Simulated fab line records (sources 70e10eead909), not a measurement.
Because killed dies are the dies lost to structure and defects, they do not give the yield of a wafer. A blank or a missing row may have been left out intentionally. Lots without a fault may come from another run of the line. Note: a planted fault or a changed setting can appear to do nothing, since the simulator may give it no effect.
Commonality check across tools || flow nandHarc || Sampled: 11 lots, 33 wafers

## WHY IT WAS OPENED
At NHARC_P_M0_INSPECT_27 the reading rawDefectCount is flagged on 2 of 11 lots. No-fault wafers: 299, standard deviation 93.
Rule: a lot is flagged when every wafer of it that has a number lies more than 4 standard deviations from that mean, or none has a number. The other lots count as sound.

{"lot": "L133", "measured": "day 6 06:33", "on": "defectInspect-01", "rawDefectCount, wafer by wafer": "379 449 226", "flag": ""}
{"lot": "L136", "measured": "day 6 17:06", "on": "defectInspect-01", "rawDefectCount, wafer by wafer": "304 321 352", "flag": ""}
{"lot": "L135", "measured": "day 6 17:31", "on": "defectInspect-01", "rawDefectCount, wafer by wafer": "575 303 248", "flag": ""}
{"lot": "L141", "measured": "day 7 22:59", "on": "defectInspect-02", "rawDefectCount, wafer by wafer": "350 258 245", "flag": ""}
{"lot": "L142", "measured": "day 8 02:19", "on": "defectInspect-02", "rawDefectCount, wafer by wafer": "307 296 196", "flag": ""}
{"lot": "L147", "measured": "day 9 00:50", "on": "defectInspect-02", "rawDefectCount, wafer by wafer": "207 295 378", "flag": ""}
{"lot": "L150", "measured": "day 10 03:10", "on": "defectInspect-01", "rawDefectCount, wafer by wafer": "451 253 615", "flag": ""}
{"lot": "L152", "measured": "day 10 13:07", "on": "defectInspect-02", "rawDefectCount, wafer by wafer": "996 912 872", "flag": "FLAGGED"}
{"lot": "L154", "measured": "day 10 22:27", "on": "defectInspect-01", "rawDefectCount, wafer by wafer": "415 401 274", "flag": ""}
{"lot": "L153", "measured": "day 11 00:38", "on": "defectInspect-02", "rawDefectCount, wafer by wafer": "921 869 1023", "flag": "FLAGGED"}
{"lot": "L156", "measured": "day 11 20:13", "on": "defectInspect-01", "rawDefectCount, wafer by wafer": "239 205 311", "flag": ""}
The numbers of the flagged lots are 932 on average: +633 against the usual, or +7 standard deviations.

## EACH LOT AND THE TOOL IT RAN ON
Before the reading, the record contains 4 process steps out of a 1159-step route. In each cell: the tool, then ch and the chambers that the sampled wafers went through, then the start.
{"lot": "L133", "flag": "", "NHARC_P_CONTACT_ALD_22": "aldMetal-02 ch 0,1,3, day 5 18:37", "NHARC_P_M0_ETCH_34": "rieDiel-05 ch 1,2,3, day 6 04:01", "NHARC_P_M0_PRE_CLEAN_29": "pvdSputter-01, day 6 06:05 or earlier", "NHARC_P_M0_CMP_23": "cmp-01 ch 0,1,2, day 6 06:05"}
{"lot": "L136", "flag": "", "NHARC_P_CONTACT_ALD_22": "aldMetal-02 ch 0,1, day 6 10:13", "NHARC_P_M0_ETCH_34": "rieDiel-05 ch 0,1, day 6 14:42", "NHARC_P_M0_PRE_CLEAN_29": "pvdSputter-01, day 6 16:37 or earlier", "NHARC_P_M0_CMP_23": "cmp-04 ch 1,3, day 6 16:37"}
{"lot": "L135", "flag": "", "NHARC_P_CONTACT_ALD_22": "aldMetal-03 ch 1,2,3, day 6 10:35", "NHARC_P_M0_ETCH_34": "rieDiel-05 ch 1,2, day 6 15:07", "NHARC_P_M0_PRE_CLEAN_29": "pvdSputter-02, day 6 17:02 or earlier", "NHARC_P_M0_CMP_23": "cmp-03 ch 0,3, day 6 17:02"}
{"lot": "L141", "flag": "", "NHARC_P_CONTACT_ALD_22": "aldMetal-03 ch 1,2,3, day 7 17:11", "NHARC_P_M0_ETCH_34": "rieDiel-07 ch 0,2,3, day 7 20:30", "NHARC_P_M0_PRE_CLEAN_29": "pvdSputter-02, day 7 22:30 or earlier", "NHARC_P_M0_CMP_23": "cmp-03 ch 0,3, day 7 22:30"}
{"lot": "L142", "flag": "", "NHARC_P_CONTACT_ALD_22": "aldMetal-02 ch 0,2,3, day 7 21:18", "NHARC_P_M0_ETCH_34": "rieDiel-07 ch 1,3, day 7 23:36", "NHARC_P_M0_PRE_CLEAN_29": "pvdSputter-02, day 8 01:54 or earlier", "NHARC_P_M0_CMP_23": "cmp-03 ch 0,1,2, day 8 01:54"}
{"lot": "L147", "flag": "", "NHARC_P_CONTACT_ALD_22": "aldMetal-03 ch 0,1,2, day 8 19:55", "NHARC_P_M0_ETCH_34": "rieDiel-06 ch 0,1,3, day 8 22:23", "NHARC_P_M0_PRE_CLEAN_29": "pvdSputter-03, day 9 00:23 or earlier", "NHARC_P_M0_CMP_23": "cmp-01 ch 0,1,3, day 9 00:23"}
{"lot": "L150", "flag": "", "NHARC_P_CONTACT_ALD_22": "aldMetal-01 ch 0,2, day 9 22:20", "NHARC_P_M0_ETCH_34": "rieDiel-07 ch 0,1,2, day 10 00:46", "NHARC_P_M0_PRE_CLEAN_29": "pvdSputter-03, day 10 02:41 or earlier", "NHARC_P_M0_CMP_23": "cmp-01 ch 0,1, day 10 02:41"}
{"lot": "L152", "flag": "FLAGGED", "NHARC_P_CONTACT_ALD_22": "aldMetal-03 ch 0,2,3, day 10 08:16", "NHARC_P_M0_ETCH_34": "rieDiel-06 ch 0,1,3, day 10 10:43", "NHARC_P_M0_PRE_CLEAN_29": "pvdSputter-02, day 10 12:40 or earlier", "NHARC_P_M0_CMP_23": "cmp-01 ch 0,2,3, day 10 12:40"}
{"lot": "L154", "flag": "", "NHARC_P_CONTACT_ALD_22": "aldMetal-02 ch 0,2,3, day 10 17:23", "NHARC_P_M0_ETCH_34": "rieDiel-06 ch 0,2, day 10 20:01", "NHARC_P_M0_PRE_CLEAN_29": "pvdSputter-03, day 10 21:58 or earlier", "NHARC_P_M0_CMP_23": "cmp-04 ch 0,1, day 10 21:58"}
{"lot": "L153", "flag": "FLAGGED", "NHARC_P_CONTACT_ALD_22": "aldMetal-03 ch 0,1,2, day 10 19:57", "NHARC_P_M0_ETCH_34": "rieDiel-06 ch 2,3, day 10 22:13", "NHARC_P_M0_PRE_CLEAN_29": "pvdSputter-01, day 11 00:10 or earlier", "NHARC_P_M0_CMP_23": "cmp-01 ch 1,2,3, day 11 00:10"}
{"lot": "L156", "flag": "", "NHARC_P_CONTACT_ALD_22": "aldMetal-01 ch 0,2,3, day 11 15:17", "NHARC_P_M0_ETCH_34": "rieDiel-05 ch 0,1,3, day 11 17:41", "NHARC_P_M0_PRE_CLEAN_29": "pvdSputter-01, day 11 19:46 or earlier", "NHARC_P_M0_CMP_23": "cmp-04 ch 0,1,2, day 11 19:46"}
What is done by these steps:
- NHARC_P_CONTACT_ALD_22: deposits TiN, target thk 3 nm, pulse time 1 s, ald cycles 150.
- NHARC_P_M0_ETCH_34: etches the open film in N2/H2, target depth 40 nm, overetch 12 nm, time 43.94 s.
- NHARC_P_M0_PRE_CLEAN_29: time 30 s.
- NHARC_P_M0_CMP_23: polishes, t overpolish 20 s, target thk 117.53 nm.
- NHARC_P_M0_INSPECT_27

## FLAGGED OVER TOTAL, TOOL BY TOOL (the gauges that took the reading come last)
{"step": "NHARC_P_CONTACT_ALD_22", "tool": "aldMetal-01", "lots run": 2, "flagged": 0, "share of the flagged lots": "none", "sound lots run after its first flagged lot": "-"}
{"step": "NHARC_P_CONTACT_ALD_22", "tool": "aldMetal-02", "lots run": 4, "flagged": 0, "share of the flagged lots": "none", "sound lots run after its first flagged lot": "-"}
{"step": "NHARC_P_CONTACT_ALD_22", "tool": "aldMetal-03", "lots run": 5, "flagged": 2, "share of the flagged lots": "all", "sound lots run after its first flagged lot": 0}
{"step": "NHARC_P_M0_ETCH_34", "tool": "rieDiel-05", "lots run": 4, "flagged": 0, "share of the flagged lots": "none", "sound lots run after its first flagged lot": "-"}
{"step": "NHARC_P_M0_ETCH_34", "tool": "rieDiel-06", "lots run": 4, "flagged": 2, "share of the flagged lots": "all", "sound lots run after its first flagged lot": "1 (L154)"}
{"step": "NHARC_P_M0_ETCH_34", "tool": "rieDiel-07", "lots run": 3, "flagged": 0, "share of the flagged lots": "none", "sound lots run after its first flagged lot": "-"}
{"step": "NHARC_P_M0_PRE_CLEAN_29", "tool": "pvdSputter-01", "lots run": 4, "flagged": 1, "share of the flagged lots": "some", "sound lots run after its first flagged lot": "1 (L156)"}
{"step": "NHARC_P_M0_PRE_CLEAN_29", "tool": "pvdSputter-02", "lots run": 4, "flagged": 1, "share of the flagged lots": "some", "sound lots run after its first flagged lot": 0}
{"step": "NHARC_P_M0_PRE_CLEAN_29", "tool": "pvdSputter-03", "lots run": 3, "flagged": 0, "share of the flagged lots": "none", "sound lots run after its first flagged lot": "-"}
{"step": "NHARC_P_M0_CMP_23", "tool": "cmp-01", "lots run": 5, "flagged": 2, "share of the flagged lots": "all", "sound lots run after its first flagged lot": 0}
{"step": "NHARC_P_M0_CMP_23", "tool": "cmp-03", "lots run": 3, "flagged": 0, "share of the flagged lots": "none", "sound lots run after its first flagged lot": "-"}
{"step": "NHARC_P_M0_CMP_23", "tool": "cmp-04", "lots run": 3, "flagged": 0, "share of the flagged lots": "none", "sound lots run after its first flagged lot": "-"}
{"step": "NHARC_P_M0_INSPECT_27", "tool": "defectInspect-01", "lots run": 6, "flagged": 0, "share of the flagged lots": "none", "sound lots run after its first flagged lot": "-"}
{"step": "NHARC_P_M0_INSPECT_27", "tool": "defectInspect-02", "lots run": 5, "flagged": 2, "share of the flagged lots": "all", "sound lots run after its first flagged lot": 0}
NHARC_P_M0_PRE_CLEAN_29 gives no start for some lots, so the hours and the order of its lots are those of NHARC_P_M0_CMP_23.

## WHAT IS ALLOWED BY THE TABLE
4 rows of the table ran every flagged lot: aldMetal-03 at NHARC_P_CONTACT_ALD_22, rieDiel-06 at NHARC_P_M0_ETCH_34, cmp-01 at NHARC_P_M0_CMP_23, defectInspect-02 at NHARC_P_M0_INSPECT_27.
- aldMetal-03 at NHARC_P_CONTACT_ALD_22 ran 5 lots, 2 of them flagged. A fault beginning between L147 (day 8 19:55), its last sound lot, and L152 (day 10 08:16), its first flagged one, fits the data.
- rieDiel-06 at NHARC_P_M0_ETCH_34 ran 4 lots, 2 of them flagged. Lots that were sound ran on it after the first flagged one (L154); a persistent fault on the entire tool would not allow that.
- cmp-01 at NHARC_P_M0_CMP_23 ran 5 lots, 2 of them flagged. A fault beginning between L150 (day 10 02:41), its last sound lot, and L152 (day 10 12:40), its first flagged one, fits the data.
- defectInspect-02 at NHARC_P_M0_INSPECT_27 ran 5 lots, 2 of them flagged. A fault beginning between L147 (day 9 00:50), its last sound lot, and L152 (day 10 13:07), its first flagged one, fits the data.
Because each of these 3 tools fits a fault that began at some hour, counting lots does not separate them. More lots, or a look at what each step does to the wafer, might.

## WHAT THE SIMULATOR HAD INSERTED
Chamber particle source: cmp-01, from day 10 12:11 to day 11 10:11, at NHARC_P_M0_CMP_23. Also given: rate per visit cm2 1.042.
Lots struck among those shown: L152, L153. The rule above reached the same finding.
